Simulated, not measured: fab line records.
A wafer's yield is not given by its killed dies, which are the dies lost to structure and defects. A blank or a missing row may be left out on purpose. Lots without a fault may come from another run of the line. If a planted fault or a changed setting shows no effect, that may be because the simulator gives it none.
fab line records	flow n5_finfet
record lots=5	wafers=15	last_day=17
route steps=1938 shown BEOL_M13@1681 BEOL_M14@1716 PASSIVATION@1936
lots untouched by any fault: they come from a run of this same line in which no faults occurred
start_h: hours from the record's first day to the start of the lot's first wafer shown	wait_h: hours since the lot's step before	" unchanged from the row above	L1.1+2: one row covering several wafers at once	- no value, or no start was given	* or withheld: withheld	< > ~ a bound
route shown NAME@n: NAME is a module with steps in the file, n the number in the route of the first one	usual: mean and standard deviation over wafers with no fault	same: alike in all rows	chamber/n: place in a boat	sites: the reading at each site	_std_site: standard deviation across them	_edge_site: the outer-site mean with the inner-site mean subtracted	radius_mm: how far each site lies from the wafer's centre	mask NAME#n: copy n	behind: the most recent tool/chamber to have shaped the wafer	hold: what put the lot on hold/how long, in hours/how the hold closed	device: the n, p or np transistor that did not switch	end of line: tests of these same wafers at the route's end	where a step has no rows: the recipe by itself	killed: dies that structure and defects cost at the first sort, which is not the same as the wafer's yield	map: dies across one wafer; x = killed, . = not, _ = none there
set.NAME: the run value of the setting; set.NAME@STEP: its run value at that earlier step	model.NAME: the simulator's own value behind a step, which no gauge read
lots at some steps of the route; a table a step, a row a wafer
services: a tool's chamber out of use, with start hour (start_h, from the record's first day; less than 0 if before it), hours out, and reason
## steps
# step N5_BEOL_M13_COAT_66
# recipe resist=SiARC	temp_c=220	time_s=60	spin_rpm=1500	resist_thk_nm=110
# step N5_BEOL_M13_COAT_22
# recipe spin_rpm=2888	resist_thk_nm=300
# step N5_BEOL_M13_EBR_24
# recipe solvent=PGMEA	ebr_width_mm=1.5
# step N5_BEOL_M13_SOFTBAKE_23
# recipe temp_c=130	time_s=60
# step N5_BEOL_M13_EXPOSE_25
# recipe mask_id=M13	na=0.93	source_shape=conventional	sigma_outer=0.4	polarization=unpolarized	target_cd_nm=210	dose_mj=22
# step N5_BEOL_M13_PEB_26
# recipe peb_temp_c=130	peb_time_s=90
# step N5_BEOL_M13_DEVELOP_27
# recipe develop_time_s=45	rinse_liquid=diw	dry=air_spin	dev_temp_c=21
# step N5_BEOL_M13_HARDBAKE_32
# recipe temp_c=130	time_s=120
# step N5_BEOL_M13_CD_MEAS_28
# recipe target_cd_nm=209.5	landing_energy_ev=500	detector=se_inlens
# usual cd_nm=209.6/1.3
lot.wafer	tool	chamber	start_h	wait_h	cd_nm
L405.1	cd_sem-02	0	249.13	-	209.5
L405.4	"	0	"	"	208.2
L405.6	"	0	"	"	208.6
L409.1	cd_sem-01	0	268.12	-	210.6
L409.4	"	0	"	"	210.7
L409.5	"	0	"	"	211.6
L419.2	cd_sem-03	0	325.71	-	209.1
L419.3	"	0	"	"	209.8
L419.6	"	0	"	"	210.1
L422.1	cd_sem-03	0	327.93	-	210.0
L422.4	"	0	"	"	208.9
L422.5	"	0	"	"	210.8
L424.3	cd_sem-02	0	364.07	-	209.2
L424.4	"	0	"	"	207.2
L424.6	"	0	"	"	209.2
# step N5_BEOL_M13_OVL_MEAS_29
# recipe points_per_wafer=44
# usual M13_OVL=-2/5.3
lot.wafer	tool	chamber	start_h	wait_h	M13_OVL[nm]
L405.1	overlay-02	0	249.16	0.0	1
L405.4	"	0	"	"	2
L405.6	"	0	"	"	0
L409.1	overlay-01	0	268.15	0.0	-17
L409.4	"	0	"	"	-14
L409.5	"	0	"	"	-8
L419.2	overlay-01	0	325.74	0.0	1
L419.3	"	0	"	"	-3
L419.6	"	0	"	"	-4
L422.1	overlay-02	0	327.96	0.0	10
L422.4	"	0	"	"	-4
L422.5	"	0	"	"	6
L424.3	overlay-01	0	364.10	0.0	-7
L424.4	"	0	"	"	-2
L424.6	"	0	"	"	-5
# step N5_BEOL_M13_INSPECT_30
# recipe mode=adi	inspect_instrument=macro
# usual raw_defect_count=2.0/1.4
lot.wafer	tool	chamber	start_h	wait_h	raw_defect_count
L405.1	defect_inspect-02	-	249.19	0.0	3
L405.4	"	-	"	"	5
L405.6	"	-	"	"	2
L409.1	defect_inspect-01	-	268.17	0.0	1
L409.4	"	-	"	"	4
L409.5	"	-	"	"	3
L419.2	defect_inspect-02	-	325.76	0.0	4
L419.3	"	-	"	"	2
L419.6	"	-	"	"	0
L422.1	defect_inspect-02	-	327.98	0.0	1
L422.4	"	-	"	"	4
L422.5	"	-	"	"	1
L424.3	defect_inspect-01	-	364.12	0.0	1
L424.4	"	-	"	"	3
L424.6	"	-	"	"	0
# step N5_BEOL_M13_DESCUM_33
# recipe chemistry=O2	time_s=7.9	source_power_w=50	bias_power_w=20	pressure_mtorr=20	rf_frequency_hz=2.712e+07	temp_c=40	o2_flow_sccm=225
# usual drypump_motor_current_A=5.8/0.39	oes_product_au=0.79/0.068	rf_vpp_V=243.4/1.4	showerhead_plenum_p_Torr=2.11/0.077	throttle_valve_pct=20.41/0.2
lot.wafer	tool	chamber	start_h	wait_h	drypump_motor_current_A	oes_product_au	rf_hours_counter_h	rf_vpp_V	showerhead_plenum_p_Torr	throttle_valve_pct
L405.1	rie_diel-04	2	249.23	0.0	5.6	0.88	33	244.9	2.22	20.06
L405.4	"	0	"	"	5.1	0.75	177	242.2	2.08	20.36
L405.6	"	2	"	"	5.6	0.88	-	244.7	2.22	20.08
L409.1	rie_diel-05	0	268.21	0.0	5.9	0.89	35	244.9	2.15	20.49
L409.4	"	1	"	"	6.1	0.76	135	243.4	2.02	20.58
L409.5	"	0	"	"	5.9	0.89	-	242.1	2.15	20.48
L419.2	rie_diel-05	0	325.80	0.0	5.9	0.87	57	245.0	2.14	20.50
L419.3	"	2	"	"	5.3	0.75	154	244.0	2.09	20.70
L419.6	"	2	"	"	5.3	0.75	-	244.1	2.09	20.69
L422.1	rie_diel-01	2	328.02	0.0	5.1	0.76	153	242.8	2.02	20.65
L422.4	"	3	"	"	6.0	0.74	199	243.2	2.08	20.37
L422.5	"	1	"	"	6.3	0.78	-	241.3	2.01	20.14
L424.3	rie_diel-01	3	364.23	0.1	6.0	0.73	212	242.6	2.07	20.38
L424.4	"	1	"	"	6.3	0.77	125	241.9	2.00	20.16
L424.6	"	0	"	"	6.0	0.69	-	245.0	2.15	20.52
# step N5_BEOL_M13_ETCH_67
# recipe chemistry=CF4	target=SiARC	target_depth_a=1430	time_s=238.3	ion_energy_ev=80	pressure_mtorr=40	source_w=545	bias_w=36	Ar_flow_sccm=100	cf4_flow_sccm=100	ends=cleared
# usual drypump_motor_current_A=5.8/0.39	etch_rf_on_time_s=237/5.8	oes_product_au=0.67/0.055	rf_vpp_V=184.3/1.2	showerhead_plenum_p_Torr=2.16/0.069	throttle_valve_pct=15.59/0.16
lot.wafer	tool	chamber	start_h	wait_h	drypump_motor_current_A	etch_rf_on_time_s	oes_product_au	rf_hours_counter_h	rf_vpp_V	showerhead_plenum_p_Torr	throttle_valve_pct
L405.1	rie_diel-04	2	249.26	0.0	5.6	236	0.74	33	186.2	2.28	15.31
L405.4	"	0	"	"	5.1	228	0.65	177	183.9	2.13	15.56
L405.6	"	2	"	"	5.6	237	0.74	-	186.0	2.27	15.32
L409.1	rie_diel-05	0	268.24	0.0	5.9	248	0.74	35	184.0	2.18	15.51
L409.4	"	1	"	"	6.1	238	0.65	135	182.3	2.08	15.77
L409.5	"	0	"	"	5.9	247	0.74	-	184.5	2.18	15.51
L419.2	rie_diel-05	0	325.83	0.0	5.9	251	0.71	57	184.1	2.17	15.56
L419.3	"	2	"	"	5.3	239	0.64	154	183.4	2.13	15.85
L419.6	"	2	"	"	5.3	240	0.64	-	184.5	2.13	15.83
L422.1	rie_diel-01	2	328.05	0.0	5.2	235	0.65	153	183.7	2.07	15.78
L422.4	"	3	"	"	6.0	238	0.63	199	184.0	2.14	15.65
L422.5	"	1	"	"	6.4	237	0.67	-	184.2	2.08	15.44
L424.3	rie_diel-01	3	364.27	0.0	6.0	243	0.62	212	184.9	2.13	15.68
L424.4	"	1	"	"	6.3	240	0.65	125	183.4	2.08	15.47
L424.6	"	0	"	"	6.1	238	0.59	-	184.7	2.18	15.64
# step N5_BEOL_M13_ETCH_68
# recipe chemistry=N2/H2	target=SOC	mask_material=SiARC	source_w=3000	bias_w=350	temp_c=40	time_s=355	ion_energy_ev=200	pressure_mtorr=30	n2_flow_sccm=200	h2_flow_sccm=200
# step N5_BEOL_M13_STRIP_69
# recipe chemistry=N2/H2	temp_c=40	n2_flow_sccm=200	h2_flow_sccm=200	rf_frequency_hz=6e+07
# step N5_BEOL_M13_TRENCH_ETCH_34
# recipe chemistry=C4F8/O2/Ar	target=SiOC	target_depth_a=4134.7	mask_material=SOC	pressure_mtorr=30	source_w=3000	bias_w=700	Ar_flow_sccm=400	C4F8_flow_sccm=15	O2_flow_sccm=8	he_inner_torr=15	he_outer_torr=30	time_s=162.6	ion_energy_ev=250
# step N5_BEOL_M13_STRIP_70
# recipe chemistry=C4F8/O2/Ar	resist=SiARC	rf_frequency_hz=6e+07
# step N5_BEOL_M13_OCD_MEAS_35
# usual trench_depth_nm=416/5.5
lot.wafer	tool	chamber	start_h	wait_h	trench_depth_nm
L405.1	ocd-02	-	249.80	0.0	421
L405.4	"	-	"	"	413
L405.6	"	-	"	"	420
L409.1	ocd-02	-	268.78	0.0	413
L409.4	"	-	"	"	411
L409.5	"	-	"	"	411
L419.2	ocd-01	-	326.37	0.0	411
L419.3	"	-	"	"	417
L419.6	"	-	"	"	414
L422.1	ocd-01	-	328.59	0.0	412
L422.4	"	-	"	"	414
L422.5	"	-	"	"	415
L424.3	ocd-01	-	364.81	0.0	410
L424.4	"	-	"	"	419
L424.6	"	-	"	"	414
# step N5_BEOL_M13_STRIP_37
# recipe chemistry=N2/H2	power_w=1000	temp_c=250	h2_frac=0.65	overash_fraction=0.3	pressure_mtorr=withheld	n2_flow_sccm=1750	h2_flow_sccm=3250
# step N5_BEOL_M13_ETCH_38
# recipe chemistry=CF4/N2	target=SiCN	target_depth_a=675	taper_deg=2	time_s=71.9	ion_energy_ev=150	mask_material=SiO2	pressure_mtorr=40	source_w=430	bias_w=70	Ar_flow_sccm=100	cf4_flow_sccm=60	n2_flow_sccm=60
# usual drypump_motor_current_A=5.8/0.4	oes_product_au=0.79/0.064	rf_vpp_V=382.9/2.1	showerhead_plenum_p_Torr=2.24/0.074	throttle_valve_pct=15.40/0.17
lot.wafer	tool	chamber	start_h	wait_h	drypump_motor_current_A	oes_product_au	rf_hours_counter_h	rf_vpp_V	showerhead_plenum_p_Torr	throttle_valve_pct
L405.1	rie_diel-01	1	250.19	-	6.3	0.81	88	379.5	2.15	15.23
L405.4	"	2	"	"	5.2	0.78	-	380.4	2.13	15.56
L405.6	"	1	"	"	6.3	0.82	-	381.6	2.15	15.23
L409.1	rie_diel-05	2	270.60	-	5.3	0.77	134	380.0	2.21	15.66
L409.4	"	3	"	"	6.2	0.71	249	383.3	2.26	15.58
L409.5	"	3	"	"	6.2	0.71	-	384.9	2.26	15.58
L419.2	rie_diel-01	3	329.23	-	6.0	0.72	199	380.2	2.20	15.48
L419.3	"	0	"	"	6.1	0.71	228	383.7	2.26	15.45
L419.6	"	0	"	"	6.1	0.71	-	383.6	2.26	15.46
L422.1	rie_diel-04	0	329.66	-	5.1	0.73	201	382.9	2.18	15.46
L422.4	"	1	"	"	5.9	0.82	95	385.3	2.32	15.51
L422.5	"	1	"	"	5.9	0.82	-	385.3	2.32	15.48
L424.3	rie_diel-05	1	367.77	-	6.1	0.74	168	379.1	2.12	15.66
L424.4	"	0	"	"	5.9	0.80	70	382.9	2.24	15.40
L424.6	"	0	"	"	5.9	0.81	-	380.7	2.24	15.41
# step N5_BEOL_M13_PRECLEAN_39
# recipe chemistry=residue_remover	time_s=60	temp_c=40
# step N5_BEOL_M13_SRD_40
# recipe time_s=30	temp_c=23	rinse_liquid=diw	dry=n2_spin	spin_rpm=1500	dry_time_s=30
# step N5_BEOL_M13_DEGAS_41
# recipe ambient=vacuum	temp_c=250	time_s=60
# usual heater_power_w=324/38
lot.wafer	tool	chamber	start_h	wait_h	heater_power_w
L405.1	pvd_sputter-02	-	250.67	0.3	360
L405.4	"	-	"	"	378
L405.6	"	-	"	"	374
L409.1	pvd_sputter-02	-	271.29	0.5	378
L409.4	"	-	"	"	272
L409.5	"	-	"	"	380
L419.2	pvd_sputter-01	-	329.81	0.4	322
L419.3	"	-	"	"	327
L419.6	"	-	"	"	321
L422.1	pvd_sputter-01	-	330.25	0.4	322
L422.4	"	-	"	"	343
L422.5	"	-	"	"	340
L424.3	pvd_sputter-02	-	368.16	0.2	359
L424.4	"	-	"	"	292
L424.6	"	-	"	"	373
# step N5_BEOL_M13_PRE_CLEAN_42
# recipe gas=H2/He	time_s=30	temp_c=250
# step N5_BEOL_M13_SPUTTER_43
# recipe material=TaN	target_thk_a=150	temp_c=50	bias_v=168.6	power_w=15000	chamber_pressure_pa=0.12	time_s=24.19
# step N5_BEOL_M13_SPUTTER_44
# recipe material=Ta	target_thk_a=100	temp_c=50	bias_v=80	power_w=15000	chamber_pressure_pa=0.07	time_s=16.13
# step N5_BEOL_M13_SPUTTER_45
# recipe material=Cu	target_thk_a=800	temp_c=-20	bias_v=60	power_w=26000	chamber_pressure_pa=0.13	time_s=13.33
# usual chuck_gas_flow_sccm=1.27/0.053	throttle_valve_pct=30.1/0.64
lot.wafer	tool	chamber	start_h	wait_h	chuck_gas_flow_sccm	throttle_valve_pct
L405.1	pvd_sputter-02	-	250.91	0.0	1.19	30.3
L405.4	"	-	"	"	1.26	29.2
L405.6	"	-	"	"	1.33	29.0
L409.1	pvd_sputter-02	-	271.53	0.0	1.38	29.2
L409.4	"	-	"	"	1.31	30.0
L409.5	"	-	"	"	1.29	29.1
L419.2	pvd_sputter-01	-	330.05	0.0	1.26	29.5
L419.3	"	-	"	"	1.30	30.7
L419.6	"	-	"	"	1.33	30.6
L422.1	pvd_sputter-01	-	330.49	0.0	1.35	30.6
L422.4	"	-	"	"	1.29	30.0
L422.5	"	-	"	"	1.30	29.9
L424.3	pvd_sputter-02	-	368.40	0.0	1.21	30.1
L424.4	"	-	"	"	1.27	31.0
L424.6	"	-	"	"	1.33	29.2
# step N5_BEOL_M13_ECD_47
# recipe material=Cu	target_thk_a=9360
# step N5_BEOL_M13_ANNEAL_48
# recipe temp_c=225	time_s=90	ambient=N2
# usual wafer_temp_C_max=226.07/0.24
lot.wafer	tool	chamber	start_h	wait_h	wafer_temp_C_max
L405.1	rtp_anneal-02	0	251.40	0.3	226.01
L405.4	"	0	"	"	226.23
L405.6	"	0	"	"	226.07
L409.1	rtp_anneal-01	0	271.81	0.1	225.92
L409.4	"	0	"	"	225.69
L409.5	"	0	"	"	226.28
L419.2	rtp_anneal-01	0	331.01	0.8	225.97
L419.3	"	0	"	"	225.99
L419.6	"	0	"	"	225.66
L422.1	rtp_anneal-01	0	331.50	0.9	226.05
L422.4	"	0	"	"	226.58
L422.5	"	0	"	"	226.22
L424.3	rtp_anneal-01	0	368.77	0.2	226.44
L424.4	"	0	"	"	226.30
L424.6	"	0	"	"	226.36
# step N5_BEOL_M13_CMP_49
# recipe stop_on=SiOC	t_overpolish_s=17.1	down_force_psi=1	platen_rpm=50	clearing_platen_down_force_psi=1.5	clearing_platen_rpm=50	post_cmp_clean=cu_alkaline	target_thk_nm=420	clearing_platen_pad_velocity_m_s=0.99484	pad_velocity_m_s=0.99484
# step N5_BEOL_M13_THK_MEAS_50
# recipe thk_meas_gauge=xrf	reads=Cu_of_BEOL_M13_ECD_47
# usual M13_THK=417/7.7
lot.wafer	tool	chamber	start_h	wait_h	M13_THK[nm]
L405.1	film_metro-02	-	252.01	-	426
L405.4	"	-	"	"	415
L405.6	"	-	"	"	423
L409.1	film_metro-01	-	272.40	-	412
L409.4	"	-	"	"	410
L409.5	"	-	"	"	410
L419.2	film_metro-02	-	331.55	-	414
L419.3	"	-	"	"	419
L419.6	"	-	"	"	418
L422.1	film_metro-02	-	332.11	-	419
L422.4	"	-	"	"	423
L422.5	"	-	"	"	424
L424.3	film_metro-01	-	369.27	-	400
L424.4	"	-	"	"	409
L424.6	"	-	"	"	404
# step N5_BEOL_M13_PRE_CLEAN_52
# recipe gas=NH3	time_s=15	temp_c=withheld	rf_power_w=300
# step N5_BEOL_M13_DEP_53
# recipe material=SiCN	target_thk_a=500	temp_c=withheld	precursor=3MS/NH3	pressure_torr=3	rf_w=675	time_s=17.8
# step N5_BEOL_M13_RS_MEAS_54
# recipe thk_meas_gauge=four-point-probe	reads=Cu_of_BEOL_M13_ECD_47+Ta_of_BEOL_M13_SPUTTER_44+TaN_of_BEOL_M13_SPUTTER_43
# usual M13_RS=0.0447/0.00062
lot.wafer	tool	chamber	start_h	wait_h	M13_RS[ohm/sq]
L405.1	film_metro-01	-	252.14	0.0	0.0440
L405.4	"	-	"	"	0.0451
L405.6	"	-	"	"	0.0443
L409.1	film_metro-02	-	272.53	0.0	0.0450
L409.4	"	-	"	"	0.0452
L409.5	"	-	"	"	0.0454
L419.2	film_metro-01	-	331.71	0.1	0.0455
L419.3	"	-	"	"	0.0448
L419.6	"	-	"	"	0.0452
L422.1	film_metro-01	-	332.27	0.1	0.0453
L422.4	"	-	"	"	0.0449
L422.5	"	-	"	"	0.0448
L424.3	film_metro-01	-	369.40	0.1	0.0458
L424.4	"	-	"	"	0.0445
L424.6	"	-	"	"	0.0451
# step N5_BEOL_M14_ILD_DEP_00
# recipe material=SiO2	target_thk_a=11193	temp_c=400	precursor=TEOS/O2	pressure_torr=6.5	rf_w=900	teos_flow_sccm=161.4	gas=O2	flow_sccm=2650	time_s=237.4
# step N5_BEOL_M14_THK_MEAS_01
# recipe reads=SiO2_of_BEOL_M14_ILD_DEP_00
# usual M14_ILD_THK=1114/17
lot.wafer	tool	chamber	start_h	wait_h	M14_ILD_THK[nm]
L405.1	film_metro-02	-	252.39	0.1	1096
L405.4	"	-	"	"	1101
L405.6	"	-	"	"	1123
L409.1	film_metro-02	-	272.78	0.1	1117
L409.4	"	-	"	"	1131
L409.5	"	-	"	"	1101
L419.2	film_metro-01	-	331.96	0.1	1098
L419.3	"	-	"	"	1116
L419.6	"	-	"	"	1128
L422.1	film_metro-01	-	332.52	0.1	1103
L422.4	"	-	"	"	1107
L422.5	"	-	"	"	1116
L424.3	film_metro-02	-	369.65	0.1	1112
L424.4	"	-	"	"	1120
L424.6	"	-	"	"	1114
# step N5_BEOL_M14_COAT_58
# recipe resist=BARC	temp_c=205	time_s=60	spin_rpm=1500	resist_thk_nm=89
# step N5_BEOL_M14_COAT_04
# recipe spin_rpm=1704	resist_thk_nm=800
# step N5_BEOL_M14_EBR_06
# recipe solvent=PGMEA	ebr_width_mm=1.5
# step N5_BEOL_M14_SOFTBAKE_05
# recipe temp_c=130	time_s=60
# step N5_BEOL_M14_EXPOSE_07
# recipe mask_id=V13	na=0.8	source_shape=annular	sigma_inner=0.5	sigma_outer=0.8	polarization=unpolarized	attpsm_phase_deg=180	dose_mj=57
# step N5_PASSIVATION_PROBE_49
# usual defect_limited_yield=91.4/1.5	killed_at_M0_to_M3=34/12	killed_at_M4_up=12/4.9	killed_at_contacts=13/7.2	killed_at_front_end=39/12	killed_at_other=3.7/2.9	killed_dies=101/18	killed_on_rim=13/4	killed_open=67/14	killed_short=33/7.2	sort_bin_4_leakage=0.00/0.022	sort_bin_5_function=5.1/0.97	sort_bin_6_memory=3.2/0.67	sort_n_pass=1079/17	sort_yield_pct=91.4/1.5
# same gross_dies=1180	killed_at_back_side=0	sort_bin_8_speed[%]=0
lot.wafer	tool	chamber	start_h	wait_h	defect_limited_yield[%]	killed_at_M0_to_M3	killed_at_M4_up	killed_at_contacts	killed_at_front_end	killed_at_other	killed_dies	killed_on_rim	killed_open	killed_short	sort_bin_4_leakage[%]	sort_bin_5_function[%]	sort_bin_6_memory[%]	sort_n_pass	sort_yield_pct[%]
L405.1	prober-01	-	282.27	0.0	92.0	40	8	17	27	2	94	10	67	25	0	4.8	2.8	1086	92.0
L405.4	prober-01	-	282.42	0.2	90.9	43	6	14	41	3	107	14	70	36	0	5.5	3.0	1073	90.9
L405.6	prober-01	-	282.52	0.3	91.9	58	5	9	21	2	95	16	65	28	0	5.3	2.4	1085	91.9
L419.3	prober-02	-	362.42	0.1	88.0	15	88	9	28	2	142	23	36	19	0	7.2	2.6	1038	88.0
L419.6	prober-02	-	362.57	0.3	85.6	39	88	9	30	4	170	26	68	25	0	9.5	3.6	1010	85.6
L422.1	prober-01	-	363.44	0.0	91.5	47	11	4	37	1	100	13	70	28	0	4.9	3.5	1080	91.5
L422.4	prober-01	-	363.59	0.2	90.5	53	11	10	33	5	112	15	66	43	0	5.7	3.4	1068	90.5
L422.5	prober-01	-	363.64	0.2	93.4	37	8	0	28	5	78	13	54	21	0	3.1	3.3	1102	93.4
L424.3	prober-01	-	399.50	0.1	92.6	41	15	3	26	2	87	13	55	28	0	4.6	2.6	1093	92.6
L424.4	prober-01	-	399.55	0.2	94.3	27	13	3	17	7	67	14	50	15	0	3.7	1.9	1113	94.3
L424.6	prober-01	-	399.65	0.3	90.9	44	21	8	27	7	107	19	63	38	0	5.2	3.6	1073	90.9
# killed by level:class
L405.1 BEOL_M2:geometric_particle:open=16 MOL_CONTACT_COAG:geometric_particle:open=13 BEOL_M3:geometric_particle:open=6 STI_FIN_REVEAL:geometric_particle:open=5 MOL_CONTACT_COAG:geometric_particle:short=4 BEOL_M0:geometric_particle:open=4 STARTING-WAFER:geometric_particle:short=4 STARTING-WAFER:geometric_particle:open=4
L405.4 BEOL_M2:geometric_particle:open=16 BEOL_M3:geometric_particle:open=12 MOL_CONTACT_COAG:geometric_particle:open=11 FIN_SAQP:geometric_particle:short=10 FIN_SAQP:geometric_particle:open=9 STI_FIN_REVEAL:geometric_particle:open=4 BEOL_M2:geometric_particle:short=4 DUMMY_GATE:geometric_particle:open=3
L405.6 BEOL_M1:geometric_particle:open=11 BEOL_M2:geometric_particle:open=11 BEOL_M3:geometric_particle:open=8 BEOL_M0_SAQP:geometric_particle:open=7 BEOL_M0_SAQP:geometric_particle:short=7 MOL_CONTACT_COAG:geometric_particle:open=6 BEOL_M2:geometric_particle:short=5 STI_FIN_REVEAL:geometric_particle:open=4
L419.3 BEOL_M13:unspecified=84 FIN_SAQP:geometric_particle:open=7 MOL_CONTACT_COAG:geometric_particle:open=7 STI_FIN_REVEAL:geometric_particle:open=5 BEOL_M0_SAQP:geometric_particle:short=4 GATE_CUT:geometric_particle:short=3 BEOL_M3:geometric_particle:open=3 BEOL_M7:geometric_particle:open=3
L419.6 BEOL_M13:unspecified=76 BEOL_M0_SAQP:geometric_particle:open=16 BEOL_M0_SAQP:geometric_particle:short=8 BEOL_M1:geometric_particle:open=7 MOL_CONTACT_COAG:geometric_particle:open=6 STI_FIN_REVEAL:geometric_particle:open=6 FIN_SAQP:geometric_particle:open=4 GATE_CUT:geometric_particle:open=4
L422.1 BEOL_M1:geometric_particle:open=15 STI_FIN_REVEAL:geometric_particle:open=12 FIN_SAQP:geometric_particle:open=10 BEOL_M0_SAQP:geometric_particle:open=8 BEOL_M0_SAQP:geometric_particle:short=6 BEOL_M2:geometric_particle:short=6 BEOL_M3:geometric_particle:open=5 BEOL_M5:geometric_particle:open=4
L422.4 BEOL_M0_SAQP:geometric_particle:short=12 BEOL_M2:geometric_particle:open=10 STI_FIN_REVEAL:geometric_particle:open=9 BEOL_M0_SAQP:geometric_particle:open=8 BEOL_M1:geometric_particle:short=8 BEOL_M1:geometric_particle:open=8 MOL_CONTACT_COAG:geometric_particle:open=7 FIN_SAQP:geometric_particle:short=6
L422.5 STI_FIN_REVEAL:geometric_particle:open=10 BEOL_M0_SAQP:geometric_particle:open=10 BEOL_M3:geometric_particle:open=6 BEOL_M0_SAQP:geometric_particle:short=4 BEOL_M0:geometric_particle:open=4 BEOL_M1:geometric_particle:open=4 BEOL_M2:geometric_particle:open=4 STARTING-WAFER:geometric_particle:short=4
L424.3 BEOL_M2:geometric_particle:open=12 DUMMY_GATE:geometric_particle:open=8 BEOL_M0_SAQP:geometric_particle:short=8 BEOL_M8:geometric_particle:open=6 BEOL_M0_SAQP:geometric_particle:open=5 BEOL_M0:geometric_particle:open=5 BEOL_M1:geometric_particle:open=5 STI_FIN_REVEAL:geometric_particle:open=3
L424.4 BEOL_M0:geometric_particle:open=9 BEOL_M1:geometric_particle:open=5 BEOL_M3:geometric_particle:open=5 BEOL_M4:geometric_particle:open=5 FIN_SAQP:geometric_particle:open=4 DUMMY_GATE:geometric_particle:open=3 MOL_CONTACT_COAG:geometric_particle:open=3 BEOL_M0_SAQP:geometric_particle:open=3
L424.6 BEOL_M0_SAQP:geometric_particle:short=10 BEOL_M4:geometric_particle:open=10 BEOL_M0_SAQP:geometric_particle:open=9 BEOL_M0:geometric_particle:open=7 MOL_CONTACT_COAG:geometric_particle:open=6 DUMMY_GATE:geometric_particle:short=5 DUMMY_GATE:geometric_particle:open=5 BEOL_M0:geometric_particle:short=5
# map L419.6 (x killed, . not)
_________________..xx.xxxxxxx________________
______________...x.xxxxxxxxxxxxx_____________
___________.......x..xxxxxxxxxxxxx.__________
__________...........xxxxxxxxxxxxxxx_________
________........x...x..xxxxxxxxxxxx..._______
_______....x.........x.xxxxx.xxx.......______
______..x..x...........x...xx.....x....._____
_____..x.............x.xx..xx............____
____............xx...x....x...............___
___..x.......x.....x...x........x.......x..__
___...x.......x....x.............x.........__
__........x............x...................._
__..x.x..........x............x............._
_x.....x.......x.....xx..............x.......
_..x.x.................................x....x
_...x.......x..x.....................x.......
_.............................x..x..x........
_..................x.x.......................
_.x.......x................x....x..x.........
_............................................
_.............x...............x....x........x
__....................x.....x.....x........._
__........................x.x.............x._
___........................x...x......x....__
___..............x..x......................__
____..............x..................xx...___
_____........xx......x............x.x..x.____
______..........x......................._____
_______.........x....x..x..............______
________....x......x...............x.._______
__________.x........................_________
___________.....xx.xx.x...x........__________
______________.................._____________
_________________............________________
# map L409.4 (x killed, . not)
_________________..x.........________________
______________....x.x..........._____________
___________........................__________
__________...........x...........x.._________
________.........x...................._______
_______.x..................x.....x.....______
______............x..............x......_____
_____xx........x...............x.........____
____...x............x..x..x...............___
___x..............x............x.x...x.....__
___.x............................x.....x...__
__......................x..x..........x.x..._
__....x...........x..............x.........._
_...x...............................x....x...
_...x.......x.xx.......x...................x.
_...........x....x..........x......x...x.....
_...x.x..x....................x.x.........x..
_.......x..x...................x....x...x...x
_...x.......................x.............x..
_x.........x..x........................x.....
_.x.x................x......x.............x..
__....................x....................._
__...................x.............x..x....._
___..........x...................x.........__
___.......................x.............x..__
____.....x.................x.x............___
_____.....x..xx..x..x....................____
______........x...............x........._____
_______..................x.x...........______
________...xxxx......................._______
__________.............x............_________
___________..x.x...................__________
______________...x.......xxx...._____________
_________________.....x..x...________________
## services
tool	chamber	start_h	hours	kind
rie_diel-04	2	233.69	4.1	repair
rie_diel-04	2	252.40	19.3	repair
rie_diel-05	3	276.30	-	clean
rie_diel-05	3	276.30	-	consumable_replace:focus_ring
rie_diel-05	3	276.30	31.9	scheduled_down
rie_diel-05	3	276.30	31.9	vent_cycle
rie_diel-01	2	332.04	7.0	repair
rie_diel-04	0	346.38	11.2	repair
## key
first_sign step=N5_PASSIVATION_PROBE_49	reading=killed_at_M4_up	direction=up	sigmas=15	usual=12	struck=88
effect step=N5_PASSIVATION_PROBE_49	reading=killed_dies	direction=up	sigmas=3.1	usual=101	struck=156
more_kills_born_at N5_BEOL_M13_ETCH_67@rie_diel-05=160
met_at N5_BEOL_M13_ETCH_67
struck_wafers L419.3,L419.6
fault kind=chamber_particle_source	tool=rie_diel-05	chamber=2	onset_h=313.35	steps=N5_BEOL_M13_ETCH_67	rate_per_visit_cm2=0.7942	end_h=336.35
